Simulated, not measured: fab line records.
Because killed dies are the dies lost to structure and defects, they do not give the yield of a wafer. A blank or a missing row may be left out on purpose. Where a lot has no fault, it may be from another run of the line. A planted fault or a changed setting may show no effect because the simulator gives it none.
A struck lot beside a sound one | flow nandHarc | 15 out of 1159 route steps
Sound: these wafers, L453.2, L453.3, L453.6. Struck: wafer L447.2 (left out: L447.1, L447.6 of the same lot, which were not struck); the cause appears at the end.
At each step with rows: each side's tool, then ch and its chambers, then its first start. Under that, the readings that differ: sound wafers | struck wafers | difference of the means | sigmas: that difference in standard deviations of wafers without a fault.
alike: words and numbers the same on both sides, and readings whose means are apart by under 2 such deviations; not compared: readings that were withheld, readings missing a value for some wafer, numbers with overlapping values and no deviation given by the record, and bounds like >300 which may hide the same value.
The two part at a step that has a row with sigmas, a row that says differs or no value, or rows on one side only. Numbers that don't overlap but have no deviation are shown without sigmas and don't part them. Lack of a reading on every wafer of one side parts them only where that side has two or more wafers.

NHARC_A_CONTACT_ETCH_118: etches the open film in C4F8/O2/Ar, time 94 s, target depth 922 nm.
  sound on harCapEtch-02 ch 0,1, day 20 02:25; struck on harCapEtch-03 ch 0, day 18 02:47
  not compared: rfHoursCounterH
NHARC_A_CONTACT_ETCH_119: etches the open film in C4F8/O2/Ar, time 94 s, target depth 922 nm.
  sound on harCapEtch-02 ch 0,1, day 20 02:31; struck on harCapEtch-03 ch 0, day 18 02:53
  not compared: rfHoursCounterH
then, 2 steps without rows for these wafers: NHARC_A_CONTACT_ETCH_120 (etches the open film in C4F8/O2/Ar, time 94 s, target depth 922 nm); NHARC_A_CONTACT_ETCH_121 (etches the open film in C4F8/O2/Ar, time 94 s, target depth 922 nm).
NHARC_A_CONTACT_ETCH_122: etches the open film in C4F8/O2/Ar, time 95 s, target depth 930 nm.
  sound on harCapEtch-02 ch 0,1, day 20 02:47; struck on harCapEtch-03 ch 0, day 18 03:09
  not compared: rfHoursCounterH
then, 1 step without rows for these wafers: NHARC_A_CONTACT_ETCH_123 (etches the open film in C4F8/O2/Ar, time 253 s, target depth 1090 nm).
NHARC_A_CONTACT_ETCH_90: etches the open film in CH3F/O2, target depth 40 nm, time 85.7 s.
  sound on rieDiel-06 ch 0,1, day 20 03:29; struck on rieDiel-09 ch 2, day 18 03:52
  alike: drypumpMotorCurrentA, oesProductAu, rfVppV, showerheadPlenumPTorr, throttleValvePct
  not compared: rfHoursCounterH
then, 1 step without rows for these wafers: NHARC_A_CONTACT_ETCH_96 (etches the open film in C4F6/O2, target depth 20 nm, time 10 s).
NHARC_A_CONTACT_CD_MEAS_53:
  sound: cdSem-03 at day 20 03:44; struck: cdSem-02 at day 18 04:10
  alike: cdNm
then, 3 steps without rows for these wafers: NHARC_A_CONTACT_STRIP_99 (strips in N2/H2); NHARC_A_CONTACT_STRIP_100 (strips in CF4/CHF3); NHARC_A_CONTACT_STRIP_101 (strips in O2/COS).
NHARC_A_CONTACT_ETCH_102: etches the open film in CF4/O2, target depth 70 nm, overetch 7 nm, time 38.5 s.
  sound on rieDiel-09 ch 0,1,2, day 20 04:07; struck on rieDiel-11 ch 0, day 18 04:40
reading             | sound             | struck | difference | sigmas
oesProductAu (a.u.) | 0.996 0.982 0.982 | 0.919  | -0.068     | -8
  alike: drypumpMotorCurrentA, rfVppV, showerheadPlenumPTorr, throttleValvePct
  not compared: rfHoursCounterH
NHARC_A_CONTACT_STRIP_55: strips in O2.
  sound: rieDiel-09 ch 0,1; struck: rieDiel-11 ch 1
  alike: drypumpMotorCurrentA, oesProductAu, rfVppV, showerheadPlenumPTorr, throttleValvePct
  not compared: rfHoursCounterH
-- record jumps: 3 days between struck wafers' starts before vs after; left off in module A_CONTACT, resumes in module END, first step shown is number 1159 of the route --
NHARC_END_SORT_01:
  at this point the record logs the struck wafers (prober-01 ch 0, day 21 07:28) and has no rows for the sound ones

WHERE THEY PART
First at NHARC_A_CONTACT_ETCH_102; last, within this record, at NHARC_END_SORT_01.

WHY: whatever the simulator had introduced
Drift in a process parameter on rieDiel-11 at NHARC_A_CONTACT_ETCH_102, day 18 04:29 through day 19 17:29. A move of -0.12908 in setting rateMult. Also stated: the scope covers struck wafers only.
